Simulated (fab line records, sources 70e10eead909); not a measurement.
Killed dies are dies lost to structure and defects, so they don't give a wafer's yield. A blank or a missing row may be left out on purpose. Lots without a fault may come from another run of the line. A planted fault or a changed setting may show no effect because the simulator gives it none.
Which tool did it? | flow nand_harc | 12 lots, 36 wafers sampled, at 4 steps of a route of 1302

WHAT THE GAUGES READ, wafer by wafer
The record holds no reading of a measuring or inspecting step that can be judged against a usual standard deviation.

WHICH TOOL RAN EACH LOT (tool, then ch and the chambers of the sampled wafers, then the start)
lot  | NHARC_A_CONTACT_ETCH_51                       | NHARC_A_CONTACT_ETCH_113             | NHARC_A_CONTACT_ETCH_122             | NHARC_A_CONTACT_ETCH_90
L802 | rie_diel-04 ch 0,2, day 21 04:33 or earlier   | har_cap_etch-01 ch 0,1, day 21 04:33 | har_cap_etch-01 ch 0,1, day 21 06:05 | rie_diel-09 ch 0,1,3, day 21 07:12
L804 | rie_diel-08 ch 1,2,3, day 22 02:27 or earlier | har_cap_etch-02 ch 0,1, day 22 02:27 | har_cap_etch-02 ch 0,1, day 22 03:59 | rie_diel-08 ch 1,2,3, day 22 05:08
L805 | rie_diel-04 ch 0,1,3, day 22 07:23 or earlier | har_cap_etch-03 ch 0,1, day 22 07:23 | har_cap_etch-03 ch 0,1, day 22 09:08 | rie_diel-09 ch 0,2,3, day 22 10:31
L807 | rie_diel-09 ch 0,2,3, day 23 13:02 or earlier | har_cap_etch-03 ch 0,1, day 23 13:02 | har_cap_etch-03 ch 0,1, day 23 14:34 | rie_diel-09 ch 1,2, day 23 15:44
L809 | rie_diel-09 ch 0,1,2, day 24 00:25 or earlier | har_cap_etch-03 ch 0,1, day 24 00:25 | har_cap_etch-03 ch 0,1, day 24 01:57 | rie_diel-08 ch 1,2,3, day 24 03:09
L813 | rie_diel-04 ch 0,1,2, day 25 22:43 or earlier | har_cap_etch-03 ch 1, day 25 22:43   | har_cap_etch-03 ch 1, day 26 00:16   | rie_diel-08 ch 2,3, day 26 01:24
L819 | rie_diel-09 ch 0,2,3, day 28 01:55 or earlier | har_cap_etch-01 ch 0,1, day 28 01:55 | har_cap_etch-01 ch 0,1, day 28 03:26 | rie_diel-09 ch 0,2,3, day 28 04:37
L818 | rie_diel-08 ch 0,2,3, day 28 16:29 or earlier | har_cap_etch-02 ch 0,1, day 28 16:29 | har_cap_etch-02 ch 0,1, day 28 18:02 | rie_diel-08 ch 1,2,3, day 28 19:11
L821 | rie_diel-04 ch 1,2,3, day 29 15:37 or earlier | har_cap_etch-02 ch 0,1, day 29 15:37 | har_cap_etch-02 ch 0,1, day 29 17:08 | rie_diel-09 ch 0,1,2, day 29 18:16
L823 | rie_diel-08 ch 0,1,2, day 29 23:40 or earlier | har_cap_etch-01 ch 0,1, day 29 23:40 | har_cap_etch-01 ch 0,1, day 30 01:13 | rie_diel-08 ch 1,3, day 30 02:21
L824 | rie_diel-04 ch 0,1,2, day 29 23:56 or earlier | har_cap_etch-02 ch 0,1, day 29 23:56 | har_cap_etch-02 ch 0,1, day 30 02:00 | rie_diel-09 ch 0,1,3, day 30 03:24
L825 | rie_diel-09 ch 1,3, day 30 21:29 or earlier   | har_cap_etch-02 ch 0,1, day 30 21:29 | har_cap_etch-02 ch 0,1, day 30 23:01 | rie_diel-09 ch 0,1,3, day 31 00:10
- NHARC_A_CONTACT_ETCH_51: etches the open film in O2/COS, target depth 7000 nm, time 1820 s.
- NHARC_A_CONTACT_ETCH_113: etches the open film in C4F8/O2/Ar, time 190 s, target depth 1850 nm.
- NHARC_A_CONTACT_ETCH_122: etches the open film in C4F8/O2/Ar, time 190 s, target depth 1850 nm.
- NHARC_A_CONTACT_ETCH_90: etches the open film in CH3F/O2, target depth 40 nm, time 85.7 s.

WHAT THE TOOLS THEMSELVES READ (means of the sampled wafers that have a number; where no wafer has one, the mark that the record gives instead)
NHARC_A_CONTACT_ETCH_51.
lot  | tool        | drypump_motor_current_A (A) | oes_product_au (a.u.) | rf_vpp_V (V) | showerhead_plenum_p_Torr (Torr) | throttle_valve_pct (%)
L802 | rie_diel-04 | 5.8                         | 0.994                 | 315.1        | 3.17                            | 28.323
L804 | rie_diel-08 | 5.7                         | 1.002                 | 314.1        | 3.12                            | 28.341
L805 | rie_diel-04 | 5.3                         | 1.004                 | 313.6        | 3.09                            | 28.337
L807 | rie_diel-09 | 5.6                         | 1.000                 | 314.3        | 3.17                            | 28.332
L809 | rie_diel-09 | 6.0                         | 0.996                 | 314.4        | 3.11                            | 28.337
L813 | rie_diel-04 | 5.5                         | 1.006                 | 313.9        | 3.11                            | 28.333
L819 | rie_diel-09 | 5.6                         | 0.999                 | 315.0        | 3.16                            | 28.327
L818 | rie_diel-08 | 5.5                         | 1.003                 | 313.1        | 3.08                            | 28.326
L821 | rie_diel-04 | 5.3                         | 1.002                 | 314.9        | 3.13                            | 28.339
L823 | rie_diel-08 | 5.6                         | 0.994                 | 315.3        | 3.18                            | 28.329
L824 | rie_diel-04 | 5.5                         | 1.001                 | 313.7        | 3.10                            | 28.335
L825 | rie_diel-09 | 5.8                         | 1.000                 | 315.4        | 3.15                            | 28.341

NHARC_A_CONTACT_ETCH_90.
lot  | tool        | drypump_motor_current_A (A) | oes_product_au (a.u.) | rf_vpp_V (V) | showerhead_plenum_p_Torr (Torr) | throttle_valve_pct (%)
L802 | rie_diel-09 | 6.1                         | 0.92                  | 244.1        | 2.50                            | 20.663
L804 | rie_diel-08 | 5.7                         | 0.92                  | 244.7        | 2.46                            | 20.659
L805 | rie_diel-09 | 5.6                         | 0.99                  | 245.4        | 2.50                            | 20.656
L807 | rie_diel-09 | 6.0                         | 0.93                  | 242.5        | 2.40                            | 20.663
L809 | rie_diel-08 | 5.7                         | 1.00                  | 243.9        | 2.45                            | 20.662
L813 | rie_diel-08 | 5.5                         | 0.85                  | 243.0        | 2.35                            | 20.668
L819 | rie_diel-09 | 5.7                         | 0.93                  | 244.7        | 2.49                            | 20.671
L818 | rie_diel-08 | 5.7                         | 0.93                  | 245.0        | 2.44                            | 20.664
L821 | rie_diel-09 | 6.0                         | 0.99                  | 244.1        | 2.45                            | 20.668
L823 | rie_diel-08 | 5.8                         | 0.92                  | 244.3        | 2.45                            | 20.663
L824 | rie_diel-09 | 6.1                         | 0.99                  | 244.9        | 2.48                            | 20.666
L825 | rie_diel-09 | 6.1                         | 0.92                  | 244.7        | 2.48                            | 20.665

THE ANSWER, worked out from the rows above alone
Rule: what is usual is taken from the lots themselves. Put in order of their means at a reading, lots are off if they are a third of the lots or fewer, leave a main group of 4 or more, and stand apart from it by a gap of 3 or more times the standard deviation of the main group's means; of several such gaps the widest counts. A main group whose means are all the same, to the digits that the tables above print for the reading, isn't used. A lot without any number at a reading at which 4 lots or more have one is off too. The other lots that the step has rows for count as sound. The gauges are gone through in route order, then the tools' own readings, and for those a lot's mean is taken as printed above. The first step at which some lot is off is used, and at that step the reading that is off furthest; a lot without a number counts as furthest.
No lot is off at any reading shown: from this, nothing can be told.

WHAT THE SIMULATOR HAD PUT IN
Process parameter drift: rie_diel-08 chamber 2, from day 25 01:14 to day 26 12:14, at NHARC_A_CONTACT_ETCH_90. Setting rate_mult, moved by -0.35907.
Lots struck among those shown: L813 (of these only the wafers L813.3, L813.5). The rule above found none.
